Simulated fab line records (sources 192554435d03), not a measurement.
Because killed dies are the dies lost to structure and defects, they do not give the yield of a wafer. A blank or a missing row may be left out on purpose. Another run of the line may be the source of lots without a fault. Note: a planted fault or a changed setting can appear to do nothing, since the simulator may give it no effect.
Chamber matching    flow n5Finfet    N5_PMOS_HMC_CHANNEL_EPI_CMP_21 on cmp-02 has 4 sister chambers
The step polishes SiGe30, target thk 54 nm. 8 wafers are shown with their chamber, then 10 later ones without.

WAFERS PAIRED WITH THEIR CHAMBERS
wafer   chamber  motorCurrentA (A)  slurryFilterDpKPa (kPa)
L078.1  1        13.3               13.33
L079.1  1        12.9               13.37
L079.4  2        12.6               13.42
L083.3  2        12.4               13.28
L083.5  0        11.5               13.54
L083.6  3        12.1               13.35
L086.1  3        12.4               13.55
L086.2  0        12.2               13.46

WAFERS WITH NO CHAMBER GIVEN
wafer   motorCurrentA (A)  slurryFilterDpKPa (kPa)
L086.5  12.1               13.50
L088.1  13.2               13.37
L088.3  12.9               13.52
L088.6  12.1               13.51
L093.3  12.2               13.51
L093.5  11.8               13.65
L093.6  12.2               13.40
L097.1  12.2               13.54
L097.2  11.9               13.47
L097.6  12.0               13.57

WHICH CHAMBER EACH ONE RAN IN
wafer   from the rows above                in truth
L086.5  can't be placed: 3 or 0 or 2       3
L088.1  can't be placed: 1 or 2            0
L088.3  can't be placed: 1 or 3 or 2 or 0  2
L088.6  can't be placed: 0 or 3 or 2       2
L093.3  can't be placed: 3 or 0 or 2       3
L093.5  can't be placed: 0 or 3            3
L093.6  can't be placed: 3 or 2 or 0       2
L097.1  can't be placed: 3 or 0 or 2       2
L097.2  can't be placed: 0 or 3 or 2       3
L097.6  can't be placed: 0 or 3 or 2       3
Correct placement for 0 of the 10. Unplaceable from these rows: 10, with the true chamber sitting among the candidates in 9. Placed wrongly: 0.
How it was worked out, from the rows above alone: a wafer's distance from a chamber is the root of the sum, over the readings, of the square of ((its reading less the chamber's mean) divided by the reading's scatter). If the next closest chamber is less than 2 further off than the closest, the wafer can't be placed; otherwise it belongs to the closest. A chamber's mean is the mean of its shown wafers. The scatter is the square root of a quotient: the sum, over the shown wafers, of each reading's squared deviation from its chamber's mean, divided by wafers minus chambers.
